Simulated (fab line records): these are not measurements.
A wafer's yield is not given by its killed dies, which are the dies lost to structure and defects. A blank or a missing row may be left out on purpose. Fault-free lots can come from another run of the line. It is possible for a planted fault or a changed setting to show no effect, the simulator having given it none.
What tool caused it? ; flow n5-finfet ; 18 lots with 54 wafers sampled at 6 steps, on a route of 1938 steps

== WHAT THE GAUGES SHOWED, per wafer ==
The record lacks any reading of a measuring or inspecting step that a usual standard deviation could be used to judge.

== WHAT TOOL EACH LOT RAN ON (gives the tool, then ch and the chambers of the sampled wafers, and finally the start) ==
lot;N5_FIN_SAQP_HM_OPEN_33;N5_FIN_CUT_ETCH_30;N5_FIN_CUT_CUT_ETCH_27;N5_STI_FIN_REVEAL_ETCH_34;N5_DUMMY_GATE_CMP_04;N5_DUMMY_GATE_STRIP_41
L074;rie-diel-05 ch 2,3, day 2 01:26;rie-diel-04 ch 1,2, day 2 02:46;rie-diel-04 ch 1,2, day 2 03:13;rie-si-04 ch 0,1,2, day 2 11:51;cmp-02 ch 0,1,3, day 2 18:52;rie-diel-04 ch 0,1,3, day 3 00:02
L076;rie-diel-02 ch 1,2,3, day 2 14:09;rie-diel-03 ch 0,3, day 2 15:13;rie-diel-03 ch 0,3, day 2 15:40;rie-si-03 ch 0,1,3, day 3 01:34;cmp-02 ch 0,1,2, day 3 06:28;rie-diel-01 ch 1,3, day 3 11:45
L078;rie-diel-05 ch 0,1,2, day 3 05:20;rie-diel-01 ch 0,3, day 3 06:34;rie-diel-01 ch 0,3, day 3 07:01;rie-si-04 ch 0,1,2, day 3 15:35;cmp-02 ch 0,2,3, day 3 20:19;rie-diel-04 ch 1,2, day 4 01:22
L079;rie-diel-06 ch 0,2,3, day 3 08:25;rie-diel-01 ch 0,3, day 3 09:25;rie-diel-01 ch 0,3, day 3 09:52;rie-si-03 ch 0,1,2, day 3 18:27;cmp-02 ch 0,1, day 3 23:06;rie-diel-03 ch 0,1, day 4 04:24
L081;rie-diel-02 ch 0,1, day 3 20:10;rie-diel-03 ch 0,2, day 3 21:20;rie-diel-03 ch 0,2, day 3 21:47;rie-si-03 ch 0,1,3, day 4 06:19;cmp-03 ch 1,2,3, day 4 11:01;rie-diel-03 ch 1,3, day 4 16:05
L082;rie-diel-05 ch 0,2,3, day 4 01:47;rie-diel-04 ch 0,1,2, day 4 02:47;rie-diel-04 ch 0,1,2, day 4 03:14;rie-si-01 ch 0,1,3, day 4 11:44;cmp-02 ch 1,3, day 4 16:27;rie-diel-04 ch 1,2, day 4 22:05
L084;rie-diel-06 ch 1,2,3, day 4 13:41;rie-diel-01 ch 0,3, day 4 14:41;rie-diel-01 ch 0,3, day 4 15:08;rie-si-01 ch 0,1, day 5 00:04;cmp-01 ch 0,1,3, day 5 04:44;rie-diel-01 ch 0,2,3, day 5 11:58
L085;rie-diel-05 ch 0,1,3, day 4 20:13;rie-diel-04 ch 1,2, day 4 21:26;rie-diel-04 ch 1,2, day 4 21:53;rie-si-03 ch 0,1,2, day 5 07:02;cmp-02 ch 0,1,2, day 5 12:13;rie-diel-04 ch 0,1,2, day 5 22:41
L086;rie-diel-05 ch 1,2,3, day 5 01:12;rie-diel-01 ch 0,1,2, day 5 02:19;rie-diel-01 ch 0,1,2, day 5 02:46;rie-si-03 ch 2,3, day 5 11:55;cmp-02 ch 1,2, day 6 00:03;rie-diel-04 ch 1,2, day 6 09:08
L087;rie-diel-02 ch 0,1, day 5 09:35;rie-diel-03 ch 1,2,3, day 5 10:35;rie-diel-03 ch 1,2,3, day 5 11:02;rie-si-01 ch 2,3, day 5 19:33;cmp-03 ch 1,3, day 6 03:40;rie-diel-01 ch 1,2,3, day 6 12:09
L088;rie-diel-05 ch 2,3, day 5 15:02;rie-diel-01 ch 1,2, day 5 16:09;rie-diel-01 ch 1,2, day 5 16:36;rie-si-01 ch 1,2, day 6 01:35;cmp-03 ch 0,1,3, day 6 07:22;rie-diel-04 ch 0,2,3, day 6 15:52
L089;rie-diel-02 ch 0,1,2, day 5 20:14;rie-diel-03 ch 1,2, day 5 21:22;rie-diel-03 ch 1,2, day 5 21:49;rie-si-03 ch 1,3, day 6 06:28;cmp-02 ch 0,2,3, day 6 11:09;rie-diel-01 ch 0,1, day 6 19:55
L090;rie-diel-02 ch 1,2,3, day 6 03:10;rie-diel-03 ch 0,2, day 6 04:10;rie-diel-03 ch 0,2, day 6 04:36;rie-si-01 ch 0,1,3, day 6 14:40;cmp-02 ch 0,3, day 6 22:34;rie-diel-03 ch 0,3, day 7 06:49
L091;rie-diel-06 ch 0,1,2, day 6 08:15;rie-diel-03 ch 0,1,2, day 6 09:22;rie-diel-03 ch 0,1,2, day 6 09:49;rie-si-01 ch 2,3, day 6 18:19;cmp-03 ch 0,1, day 7 02:13;rie-diel-01 ch 1,2, day 7 10:30
L092;rie-diel-06 ch 0,1, day 6 12:50;rie-diel-01 ch 2,3, day 6 13:50;rie-diel-01 ch 2,3, day 6 14:17;rie-si-04 ch 1,2, day 6 22:56;cmp-03 ch 2,3, day 7 05:53;rie-diel-03 ch 0,1,3, day 7 11:13
L094;rie-diel-06 ch 0,1,3, day 7 01:59;rie-diel-01 ch 2,3, day 7 03:19;rie-diel-01 ch 2,3, day 7 03:45;rie-si-04 ch 0,1,2, day 7 12:20;cmp-03 ch 0,1, day 7 17:08;rie-diel-01 ch 0,3, day 7 22:18
L095;rie-diel-02 ch 1,3, day 7 08:23;rie-diel-03 ch 0,1, day 7 09:40;rie-diel-03 ch 0,1, day 7 10:07;rie-si-04 ch 0,2,3, day 7 18:34;cmp-02 ch 0,1,2, day 8 00:20;rie-diel-03 ch 0,2,3, day 8 05:28
L096;rie-diel-02 ch 2,3, day 7 13:19;rie-diel-04 ch 0,1,2, day 7 14:31;rie-diel-04 ch 0,1,2, day 7 14:58;rie-si-01 ch 0,1, day 7 23:49;cmp-02 ch 0,1,2, day 8 04:49;rie-diel-01 ch 0,1, day 8 09:56
- N5_FIN_SAQP_HM_OPEN_33: chemistry CH3F/O2, target SiNx, target depth 49.4 nm, time 70.6 s.
- N5_FIN_CUT_ETCH_30: etches underlayer in N2/H2, target depth 13 nm, time 10.4 s.
- N5_FIN_CUT_CUT_ETCH_27: etches SiO2 in CHF3/O2, target depth 4 nm, overetch 2 nm, time 4.9 s.
- N5_STI_FIN_REVEAL_ETCH_34: etches Si in H2, material Si, target depth 0.97 nm.
- N5_DUMMY_GATE_CMP_04: polishes a-Si.
- N5_DUMMY_GATE_STRIP_41: strips in O2.

== WHAT THE TOOLS THEMSELVES READ (means of the sampled wafers that have a number; where no wafer has one, the mark that the record gives instead) ==
N5_FIN_SAQP_HM_OPEN_33. Usual: O2_flow_sccm 20.00 sccm, standard deviation 0.054; drypump-motor-current-A 5.6 A, standard deviation 0.48; etch-rf-on-time-s 69.0 s, standard deviation 1.6; oes_ar_750_au 0.79 a.u., standard deviation 0.085; oes-product-au 0.68 a.u., standard deviation 0.076; rf-vpp-V 299 V, standard deviation 7.8; showerhead-plenum-p-Torr 2.01 Torr, standard deviation 0.063; throttle-valve-pct 16.18 %, standard deviation 0.29.
lot;tool;O2_flow_sccm (sccm);drypump-motor-current-A (A);etch-rf-on-time-s (s);oes_ar_750_au (a.u.);oes-product-au (a.u.);rf-vpp-V (V);showerhead-plenum-p-Torr (Torr);throttle-valve-pct (%);flag
L074;rie-diel-05;20.03;5.5;69.7;0.77;0.66;298;2.01;16.28;
L076;rie-diel-02;19.99;5.7;68.5;0.75;0.65;303;1.99;16.15;
L078;rie-diel-05;20.06;5.2;71.1;0.81;0.68;294;1.99;16.10;
L079;rie-diel-06;19.98;6.0;69.2;0.81;0.69;297;2.04;16.44;
L081;rie-diel-02;19.97;5.8;67.3;0.84;0.72;302;2.00;16.06;
L082;rie-diel-05;19.99;5.4;70.2;0.80;0.68;296;2.00;16.21;
L084;rie-diel-06;19.99;6.0;68.1;0.72;0.60;291;1.98;16.58;
L085;rie-diel-05;20.03;5.2;67.7;0.75;0.63;292;1.97;16.17;
L086;rie-diel-05;19.99;5.3;69.9;0.75;0.63;296;1.99;16.22;
L087;rie-diel-02;19.94;5.9;68.8;0.78;0.66;306;2.03;16.24;
L088;rie-diel-05;19.98;5.5;68.8;0.79;0.66;299;2.02;16.29;
L089;rie-diel-02;20.02;5.7;69.4;0.84;0.72;306;2.04;16.01;
L090;rie-diel-02;19.98;5.7;68.9;0.82;0.71;305;2.06;16.07;
L091;rie-diel-06;19.95;5.5;69.1;0.77;0.65;293;2.00;16.42;
L092;rie-diel-06;20.00;5.1;70.0;0.76;0.64;295;2.02;16.21;
L094;rie-diel-06;20.02;5.6;68.6;0.77;0.65;299;2.05;16.28;
L095;rie-diel-02;20.00;5.9;69.3;0.78;0.67;298;2.03;16.20;
L096;rie-diel-02;19.96;5.7;69.8;0.83;0.71;300;2.04;15.97;

N5_FIN_CUT_ETCH_30. Usual: for drypump-motor-current-A, 5.6 A with a standard deviation of 0.43; for etch-rf-on-time-s, 10.37 s with a standard deviation of 0.13; for h2-flow-sccm, 200.0 sccm with a standard deviation of 0.57; for oes-product-au, 0.65 a.u. with a standard deviation of 0.068; for rf-vpp-V, 523.3 V with a standard deviation of 2.6; for showerhead-plenum-p-Torr, 2.52 Torr with a standard deviation of 0.088; for throttle-valve-pct, 17.78 % with a standard deviation of 0.28.
lot;tool;drypump-motor-current-A (A);etch-rf-on-time-s (s);h2-flow-sccm (sccm);oes-product-au (a.u.);rf-vpp-V (V);showerhead-plenum-p-Torr (Torr);throttle-valve-pct (%);flag
L074;rie-diel-04;6.0;10.36;200.0;0.78;523.1;2.52;17.36;
L076;rie-diel-03;5.8;10.48;199.6;0.60;523.1;2.53;17.88;
L078;rie-diel-01;5.2;10.37;200.1;0.63;524.7;2.58;17.91;
L079;rie-diel-01;5.4;10.45;200.1;0.65;526.2;2.63;17.80;
L081;rie-diel-03;5.7;10.32;199.4;0.60;524.8;2.55;17.65;
L082;rie-diel-04;5.9;10.32;199.9;0.70;522.3;2.49;17.67;
L084;rie-diel-01;5.4;10.43;200.2;0.65;527.0;2.62;17.82;
L085;rie-diel-04;5.9;10.37;200.1;0.71;520.3;2.42;17.46;
L086;rie-diel-01;5.3;10.46;199.4;0.68;522.7;2.49;17.77;
L087;rie-diel-03;5.7;10.45;200.2;0.59;525.0;2.59;18.06;
L088;rie-diel-01;5.6;10.40;199.9;0.73;522.5;2.48;17.62;
L089;rie-diel-03;5.5;10.40;200.0;0.59;525.8;2.62;18.00;
L090;rie-diel-03;5.7;10.34;200.4;0.59;524.2;2.54;17.69;
L091;rie-diel-03;5.8;10.30;200.2;0.59;524.7;2.58;17.90;
L092;rie-diel-01;5.5;10.52;199.9;0.67;525.3;2.60;17.73;
L094;rie-diel-01;5.5;10.45;200.2;0.67;525.6;2.59;17.73;
L095;rie-diel-03;6.2;10.36;200.2;0.59;524.9;2.57;18.05;
L096;rie-diel-04;5.9;10.31;200.1;0.67;522.3;2.48;17.72;

N5_FIN_CUT_CUT_ETCH_27. Usual: O2_flow_sccm 4.999 sccm, standard deviation 0.015; drypump-motor-current-A 5.6 A, standard deviation 0.43; oes_ar_750_au 0.77 a.u., standard deviation 0.078; oes-product-au 0.60 a.u., standard deviation 0.063; rf-vpp-V 522 V, standard deviation 11; showerhead-plenum-p-Torr 2.39 Torr, standard deviation 0.079; throttle-valve-pct 18.74 %, standard deviation 0.23.
lot;tool;O2_flow_sccm (sccm);drypump-motor-current-A (A);oes_ar_750_au (a.u.);oes-product-au (a.u.);rf-vpp-V (V);showerhead-plenum-p-Torr (Torr);throttle-valve-pct (%);flag
L074;rie-diel-04;4.996;6.0;0.91;0.72;524;2.40;18.42;
L076;rie-diel-03;4.988;5.8;0.72;0.56;511;2.39;18.78;
L078;rie-diel-01;5.006;5.2;0.74;0.59;523;2.44;18.84;
L079;rie-diel-01;5.015;5.4;0.77;0.61;529;2.49;18.73;
L081;rie-diel-03;4.996;5.7;0.70;0.55;525;2.40;18.61;
L082;rie-diel-04;5.001;5.9;0.81;0.65;522;2.36;18.63;
L084;rie-diel-01;4.994;5.4;0.75;0.60;529;2.49;18.74;
L085;rie-diel-04;4.996;5.9;0.83;0.65;519;2.31;18.51;
L086;rie-diel-01;4.998;5.3;0.80;0.63;518;2.37;18.73;
L087;rie-diel-03;4.994;5.7;0.70;0.55;529;2.44;18.97;
L088;rie-diel-01;5.001;5.6;0.87;0.67;516;2.35;18.58;
L089;rie-diel-03;5.004;5.4;0.69;0.55;540;2.46;18.92;
L090;rie-diel-03;4.999;5.7;0.69;0.54;525;2.40;18.64;
L091;rie-diel-03;4.980;5.8;0.70;0.55;530;2.43;18.85;
L092;rie-diel-01;4.999;5.5;0.78;0.62;534;2.46;18.68;
L094;rie-diel-01;5.019;5.5;0.78;0.62;532;2.46;18.68;
L095;rie-diel-03;4.995;6.2;0.70;0.55;527;2.44;19.00;
L096;rie-diel-04;5.006;5.9;0.78;0.62;521;2.35;18.69;

N5_STI_FIN_REVEAL_ETCH_34. Usual: drypump-motor-current-A 5.6 A, standard deviation 0.62; h2-flow-sccm 7.499 sccm, standard deviation 0.021; he-backside-leak-sccm 2.8 sccm, standard deviation 0.3; oes-product-au 0.997 a.u., standard deviation 0.018; temp-c 20.00 C, standard deviation 0.11; throttle-valve-pct 25.8 %, standard deviation 0.49.
lot;tool;drypump-motor-current-A (A);h2-flow-sccm (sccm);he-backside-leak-sccm (sccm);oes-product-au (a.u.);temp-c (C);throttle-valve-pct (%);flag
L074;rie-si-04;5.1;7.466;2.8;0.983;19.99;25.7;
L076;rie-si-03;5.3;7.493;2.9;0.993;20.01;26.0;
L078;rie-si-04;5.1;7.487;2.8;0.980;20.08;25.7;
L079;rie-si-03;5.1;7.494;2.8;0.992;20.02;26.0;
L081;rie-si-03;5.3;7.494;3.0;0.995;19.97;26.0;
L082;rie-si-01;6.1;7.501;2.6;1.006;19.99;25.6;
L084;rie-si-01;5.9;7.510;2.7;1.014;19.97;25.5;
L085;rie-si-03;5.1;7.509;2.7;1.001;20.02;26.1;
L086;rie-si-03;5.9;7.498;2.8;0.976;20.10;26.0;
L087;rie-si-01;6.4;7.521;2.5;1.000;19.94;25.7;
L088;rie-si-01;5.9;7.501;2.4;1.009;19.86;25.7;
L089;rie-si-03;5.3;7.503;3.1;0.993;20.13;26.1;
L090;rie-si-01;6.1;7.501;2.6;1.011;20.00;25.6;
L091;rie-si-01;6.1;7.520;2.6;1.007;20.02;25.7;
L092;rie-si-04;4.8;7.507;2.8;0.966;19.94;25.6;
L094;rie-si-04;5.1;7.485;2.8;0.985;19.98;25.7;
L095;rie-si-04;5.4;7.496;3.0;1.006;19.98;25.6;
L096;rie-si-01;5.9;7.504;2.5;1.007;20.01;25.5;

N5_DUMMY_GATE_CMP_04. Usual: edge-zone-pressure-frac 1.001, standard deviation 0.0049; motor-current-A 10.3 A, standard deviation 0.77; time-to-endpoint-s 12.5 s, standard deviation 2.5.
lot;tool;edge-zone-pressure-frac;motor-current-A (A);time-to-endpoint-s (s);flag
L074;cmp-02;0.991;10.3;13.8;
L076;cmp-02;1.000;10.0;12.9;
L078;cmp-02;1.002;10.2;12.0;
L079;cmp-02;1.002;9.9;14.0;
L081;cmp-03;1.004;10.4;11.3;
L082;cmp-02;1.000;11.0;14.5;
L084;cmp-01;1.000;10.0;15.1;
L085;cmp-02;0.999;10.0;14.3;
L086;cmp-02;1.000;10.5;14.0;
L087;cmp-03;0.995;10.3;12.4;
L088;cmp-03;1.005;10.6;10.6;
L089;cmp-02;1.001;10.0;10.7;
L090;cmp-02;1.001;9.8;8.4;
L091;cmp-03;1.002;10.8;13.3;
L092;cmp-03;0.999;10.1;9.4;
L094;cmp-03;1.006;10.9;10.9;
L095;cmp-02;1.002;10.2;11.7;
L096;cmp-02;1.007;10.1;12.0;

N5_DUMMY_GATE_STRIP_41. Usual: drypump-motor-current-A 5.6 A, standard deviation 0.42; oes-product-au 0.77 a.u., standard deviation 0.086; rf-vpp-V 3.7 V, standard deviation 0.47; showerhead-plenum-p-Torr 2.07 Torr, standard deviation 0.07; temp-c 40.00 C, standard deviation 0.1; throttle-valve-pct 16.54 %, standard deviation 0.25.
lot;tool;drypump-motor-current-A (A);oes-product-au (a.u.);rf-vpp-V (V);showerhead-plenum-p-Torr (Torr);temp-c (C);throttle-valve-pct (%);flag
L074;rie-diel-04;5.5;0.75;3.4;2.00;39.97;16.58;
L076;rie-diel-01;5.7;0.87;3.5;2.10;40.02;16.31;
L078;rie-diel-04;5.8;0.84;3.5;2.01;39.97;16.33;
L079;rie-diel-03;6.2;0.71;3.5;2.13;40.12;16.80;
L081;rie-diel-03;6.1;0.70;3.7;2.13;40.00;16.94;
L082;rie-diel-04;5.9;0.83;4.3;2.01;39.93;16.34;
L084;rie-diel-01;5.2;0.75;3.4;2.10;40.00;16.58;
L085;rie-diel-04;5.9;0.79;3.4;2.05;40.01;16.49;
L086;rie-diel-04;5.9;0.82;4.0;2.00;40.00;16.36;
L087;rie-diel-01;5.5;0.81;3.6;2.08;40.03;16.45;
L088;rie-diel-04;5.7;0.76;4.1;2.06;40.12;16.53;
L089;rie-diel-01;5.2;0.75;3.9;2.06;39.83;16.62;
L090;rie-diel-03;5.8;0.68;4.0;2.06;40.09;16.69;
L091;rie-diel-01;5.4;0.80;3.7;2.03;39.94;16.51;
L092;rie-diel-03;6.0;0.69;3.4;2.09;39.96;16.78;
L094;rie-diel-01;5.2;0.90;4.2;2.11;39.99;16.32;
L095;rie-diel-03;5.6;0.77;3.5;2.08;39.98;16.49;
L096;rie-diel-01;5.2;0.92;3.9;2.06;39.85;16.31;

== THE ANSWER, worked out from the rows above alone ==
Rule: take the mean of a lot's wafers that have a number; if it is more than 3 standard deviations from the usual mean, the lot is off. A lot without any number at a reading at which 4 lots or more have one is off too. Where the step has rows for the other lots, those lots are counted as sound. After the gauges, taken in route order, come the tools' own readings; for these a lot's mean is taken, as printed above. The first step at which some lot is off is used, and at that step the reading that is off furthest; a lot without a number counts as furthest.
No lot is off at any reading shown: from this, nothing can be told.

== WHAT WAS PUT IN BY THE SIMULATOR ==
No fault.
